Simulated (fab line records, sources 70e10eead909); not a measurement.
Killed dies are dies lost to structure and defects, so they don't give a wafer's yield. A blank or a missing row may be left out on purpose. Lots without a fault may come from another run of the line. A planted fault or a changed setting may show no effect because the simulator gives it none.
Which tool did it? | flow nand_harc | 6 lots, 17 wafers sampled, at 5 steps of a route of 1302

WHAT THE GAUGES READ, wafer by wafer
NHARC_END_SORT_01.
lot  | measured     | on        | defect_limited_yield (%)
L920 | day 29 10:26 | prober-02 | 93.9 95.7 90.4

WHICH TOOL RAN EACH LOT (tool, then ch and the chambers of the sampled wafers, then the start)
lot  | NHARC_A_M0_ANNEAL_30             | NHARC_A_M1_ETCH_28                 | NHARC_A_M1_DEGAS_29          | NHARC_A_M1_CMP_23
L912 | rtp_anneal-01 ch 0, day 23 22:16 | rie_diel-09 ch 0,2, day 24 01:17   | pvd_sputter-03, day 24 01:40 | cmp-04 ch 1,2,3, day 24 02:47
L913 | rtp_anneal-02 ch 0, day 24 11:52 | rie_diel-09 ch 0,1, day 24 14:45   | pvd_sputter-01, day 24 15:08 | cmp-04 ch 0,1,3, day 24 16:14
L918 | rtp_anneal-02 ch 0, day 26 13:41 | rie_diel-12 ch 0,1, day 26 16:42   | pvd_sputter-02, day 26 17:07 | cmp-01 ch 1,3, day 26 18:12
L920 | rtp_anneal-01 ch 0, day 27 17:41 | rie_diel-09 ch 0,1,2, day 27 20:50 | pvd_sputter-03, day 27 21:13 | cmp-01 ch 1,2,3, day 27 22:23
L926 | rtp_anneal-01 ch 0, day 29 05:44 | rie_diel-04 ch 1,3, day 29 08:40   | pvd_sputter-02, day 29 09:04 | cmp-01 ch 0,3, day 29 10:12
L932 | rtp_anneal-01 ch 0, day 32 00:56 | rie_diel-09 ch 1,2, day 32 03:48   | pvd_sputter-03, day 32 04:13 | cmp-03 ch 0,3, day 32 05:19
- NHARC_A_M0_ANNEAL_30: time 90 s.
- NHARC_A_M1_ETCH_28: etches the open film in CF4/N2, target depth 30 nm, time 72.99 s.
- NHARC_A_M1_DEGAS_29: time 60 s.
- NHARC_A_M1_CMP_23: polishes, t overpolish 20 s, target thk 154.34 nm.

THE ANSWER, worked out from the rows above alone
Rule: what is usual is taken from the lots themselves. Put in order of their means at a reading, lots are off if they are a third of the lots or fewer, leave a main group of 4 or more, and stand apart from it by a gap of 3 or more times the standard deviation of the main group's means; of several such gaps the widest counts. A main group whose means are all the same, to the digits that the tables above print for the reading, isn't used. A lot without any number at a reading at which 4 lots or more have one is off too. The other lots that the step has rows for count as sound.
No lot is off at any reading shown: from this, nothing can be told.

WHAT THE SIMULATOR HAD PUT IN
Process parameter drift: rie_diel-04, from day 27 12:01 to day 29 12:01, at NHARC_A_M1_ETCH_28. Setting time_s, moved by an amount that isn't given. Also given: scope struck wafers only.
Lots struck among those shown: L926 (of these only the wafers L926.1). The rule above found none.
